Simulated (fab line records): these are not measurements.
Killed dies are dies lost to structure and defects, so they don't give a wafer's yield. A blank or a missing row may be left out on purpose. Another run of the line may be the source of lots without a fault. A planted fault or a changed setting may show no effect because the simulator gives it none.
Matching of chambers || flow n5_finfet || N5_BEOL_M6_PECVD_70 on pecvd-02: 3 sister chambers
The step deposits SiO2 from TEOS/O2, target thk 20 nm, time 22.7 s. 22 wafers are shown with their chamber, then 11 later ones without.

== WAFERS WITH THEIR CHAMBER ==
{"wafer": "L074.3", "chamber": 0, "showerhead_plenum_p_Torr (Torr)": 8.71, "heater_power_w (W)": 670, "throttle_valve_pct (%)": 22.8}
{"wafer": "L074.4", "chamber": 1, "showerhead_plenum_p_Torr (Torr)": 8.66, "heater_power_w (W)": 772, "throttle_valve_pct (%)": 22.2}
{"wafer": "L074.5", "chamber": 0, "showerhead_plenum_p_Torr (Torr)": 8.69, "heater_power_w (W)": 666, "throttle_valve_pct (%)": 22.6}
{"wafer": "L075.2", "chamber": 2, "showerhead_plenum_p_Torr (Torr)": 8.80, "heater_power_w (W)": 928, "throttle_valve_pct (%)": 21.9}
{"wafer": "L075.4", "chamber": 2, "showerhead_plenum_p_Torr (Torr)": 8.78, "heater_power_w (W)": 957, "throttle_valve_pct (%)": 21.8}
{"wafer": "L075.6", "chamber": 0, "showerhead_plenum_p_Torr (Torr)": 8.70, "heater_power_w (W)": 623, "throttle_valve_pct (%)": 23.1}
{"wafer": "L081.1", "chamber": 2, "showerhead_plenum_p_Torr (Torr)": 8.81, "heater_power_w (W)": 945, "throttle_valve_pct (%)": 22.1}
{"wafer": "L081.3", "chamber": 1, "showerhead_plenum_p_Torr (Torr)": 8.67, "heater_power_w (W)": 674, "throttle_valve_pct (%)": 22.0}
{"wafer": "L081.4", "chamber": 0, "showerhead_plenum_p_Torr (Torr)": 8.70, "heater_power_w (W)": 723, "throttle_valve_pct (%)": 22.8}
{"wafer": "L083.1", "chamber": 2, "showerhead_plenum_p_Torr (Torr)": 8.78, "heater_power_w (W)": 895, "throttle_valve_pct (%)": 22.1}
{"wafer": "L083.5", "chamber": 2, "showerhead_plenum_p_Torr (Torr)": 8.78, "heater_power_w (W)": 924, "throttle_valve_pct (%)": 22.1}
{"wafer": "L083.6", "chamber": 1, "showerhead_plenum_p_Torr (Torr)": 8.70, "heater_power_w (W)": 806, "throttle_valve_pct (%)": 22.4}
{"wafer": "L082.3", "chamber": 0, "showerhead_plenum_p_Torr (Torr)": 8.71, "heater_power_w (W)": 747, "throttle_valve_pct (%)": 23.2}
{"wafer": "L082.5", "chamber": 1, "showerhead_plenum_p_Torr (Torr)": 8.68, "heater_power_w (W)": 681, "throttle_valve_pct (%)": 22.4}
{"wafer": "L082.6", "chamber": 2, "showerhead_plenum_p_Torr (Torr)": 8.76, "heater_power_w (W)": 975, "throttle_valve_pct (%)": 21.9}
{"wafer": "L084.3", "chamber": 2, "showerhead_plenum_p_Torr (Torr)": 8.80, "heater_power_w (W)": 963, "throttle_valve_pct (%)": 22.1}
{"wafer": "L084.5", "chamber": 1, "showerhead_plenum_p_Torr (Torr)": 8.69, "heater_power_w (W)": 707, "throttle_valve_pct (%)": 22.1}
{"wafer": "L084.6", "chamber": 2, "showerhead_plenum_p_Torr (Torr)": 8.78, "heater_power_w (W)": 952, "throttle_valve_pct (%)": 21.9}
{"wafer": "L086.2", "chamber": 2, "showerhead_plenum_p_Torr (Torr)": 8.78, "heater_power_w (W)": 933, "throttle_valve_pct (%)": 22.3}
{"wafer": "L086.3", "chamber": 1, "showerhead_plenum_p_Torr (Torr)": 8.68, "heater_power_w (W)": 679, "throttle_valve_pct (%)": 22.2}
{"wafer": "L086.6", "chamber": 1, "showerhead_plenum_p_Torr (Torr)": 8.67, "heater_power_w (W)": 703, "throttle_valve_pct (%)": 22.3}
{"wafer": "L089.2", "chamber": 2, "showerhead_plenum_p_Torr (Torr)": 8.81, "heater_power_w (W)": 835, "throttle_valve_pct (%)": 22.2}

SIGNATURES (means of the wafers above)
{"reading": "showerhead_plenum_p_Torr", "chamber 0": 8.7020, "chamber 1": 8.6786, "chamber 2": 8.7880, "scatter within a chamber": 0.014}
{"reading": "heater_power_w", "chamber 0": 685.80, "chamber 1": 717.43, "chamber 2": 930.70, "scatter within a chamber": 46.1}
{"reading": "throttle_valve_pct", "chamber 0": 22.900, "chamber 1": 22.229, "chamber 2": 22.040, "scatter within a chamber": 0.177}
Rule: distance of a wafer from a chamber = root of the sum over the readings of ((wafer's reading minus chamber's mean) / reading's scatter) squared. The wafer belongs to the nearest chamber; if the next one is less than 2 further off, it can't be placed. How the scatter is found: for the shown wafers, subtract from each reading the mean of its chamber, square and add these, divide the total by (wafers less chambers), then take the root.

== WAFERS WITHOUT THEIR CHAMBER ==
{"wafer": "L089.4", "showerhead_plenum_p_Torr (Torr)": 8.68, "heater_power_w (W)": 676, "throttle_valve_pct (%)": 22.9}
{"wafer": "L089.5", "showerhead_plenum_p_Torr (Torr)": 8.65, "heater_power_w (W)": 665, "throttle_valve_pct (%)": 22.2}
{"wafer": "L091.1", "showerhead_plenum_p_Torr (Torr)": 8.68, "heater_power_w (W)": 793, "throttle_valve_pct (%)": 22.4}
{"wafer": "L091.3", "showerhead_plenum_p_Torr (Torr)": 8.73, "heater_power_w (W)": 754, "throttle_valve_pct (%)": 22.9}
{"wafer": "L091.4", "showerhead_plenum_p_Torr (Torr)": 8.68, "heater_power_w (W)": 810, "throttle_valve_pct (%)": 22.6}
{"wafer": "L093.3", "showerhead_plenum_p_Torr (Torr)": 8.70, "heater_power_w (W)": 696, "throttle_valve_pct (%)": 22.9}
{"wafer": "L093.5", "showerhead_plenum_p_Torr (Torr)": 8.77, "heater_power_w (W)": 993, "throttle_valve_pct (%)": 22.1}
{"wafer": "L093.6", "showerhead_plenum_p_Torr (Torr)": 8.71, "heater_power_w (W)": 696, "throttle_valve_pct (%)": 22.8}
{"wafer": "L097.1", "showerhead_plenum_p_Torr (Torr)": 8.72, "heater_power_w (W)": 652, "throttle_valve_pct (%)": 22.5}
{"wafer": "L097.2", "showerhead_plenum_p_Torr (Torr)": 8.78, "heater_power_w (W)": 933, "throttle_valve_pct (%)": 22.3}
{"wafer": "L097.6", "showerhead_plenum_p_Torr (Torr)": 8.68, "heater_power_w (W)": 718, "throttle_valve_pct (%)": 22.1}

== THE CHAMBER EACH PASSED THROUGH ==
{"wafer": "L089.4", "from the rows above": 0, "in truth": 0}
{"wafer": "L089.5", "from the rows above": 1, "in truth": 1}
{"wafer": "L091.1", "from the rows above": 1, "in truth": 1}
{"wafer": "L091.3", "from the rows above": 0, "in truth": 0}
{"wafer": "L091.4", "from the rows above": "can't be placed: 1 or 0", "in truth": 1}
{"wafer": "L093.3", "from the rows above": 0, "in truth": 0}
{"wafer": "L093.5", "from the rows above": 2, "in truth": 2}
{"wafer": "L093.6", "from the rows above": 0, "in truth": 0}
{"wafer": "L097.1", "from the rows above": "can't be placed: 0 or 1", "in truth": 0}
{"wafer": "L097.2", "from the rows above": 2, "in truth": 2}
{"wafer": "L097.6", "from the rows above": 1, "in truth": 1}
Placed correctly: 9 of 11. These rows do not allow placing 2 (true chamber among the candidates in 2). Number placed wrongly: 0.
